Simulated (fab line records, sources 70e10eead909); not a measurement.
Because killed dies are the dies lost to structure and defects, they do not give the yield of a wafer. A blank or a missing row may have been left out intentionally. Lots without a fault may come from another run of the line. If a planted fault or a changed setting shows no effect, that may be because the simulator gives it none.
Matching of chambers | flow nand_harc | NHARC_A_BONDPAD_DESCUM_11 on rie_diel-05: 4 sister chambers
The step chemistry O2, time 3 s. 4 wafers are shown with their chamber, then 10 later ones without.

## WAFERS, EACH WITH ITS CHAMBER
wafer  | chamber | drypump_motor_current_A (A)
L084.5 | 1       | 6.2
L086.5 | 0       | 6.0
L087.1 | 3       | 5.4
L087.3 | 2       | 5.2

## WAFERS WITHOUT THEIR CHAMBER
wafer  | drypump_motor_current_A (A)
L087.6 | 5.4
L091.3 | 5.1
L091.5 | 6.0
L091.6 | 5.4
L090.2 | 6.0
L090.3 | 6.2
L090.4 | 5.1
L093.1 | 6.0
L093.3 | 5.1
L093.6 | 5.1

## CHAMBER TAKEN BY EACH
wafer  | from the rows above | in truth
L087.6 | 3                   | 3
L091.3 | 2                   | 2
L091.5 | 0                   | 0
L091.6 | 3                   | 3
L090.2 | 0                   | 0
L090.3 | 1                   | 1
L090.4 | 2                   | 2
L093.1 | 0                   | 0
L093.3 | 2                   | 2
L093.6 | 2                   | 2
Correctly placed: 10 of 10. Not placeable from these rows: 0. 0 placed wrongly.
How it was worked out, from the rows above alone: a wafer's distance from a chamber is the root of the sum, over the readings, of the square of ((its reading less the chamber's mean) divided by the reading's scatter). If the next closest chamber is less than 2 further off than the closest, the wafer can't be placed; otherwise it belongs to the closest. Each chamber's mean is taken over the wafers shown for it. The scatter (one wafer shown for each chamber): square how far every hidden wafer sits from the nearest shown wafer, average those squares and take the square root.
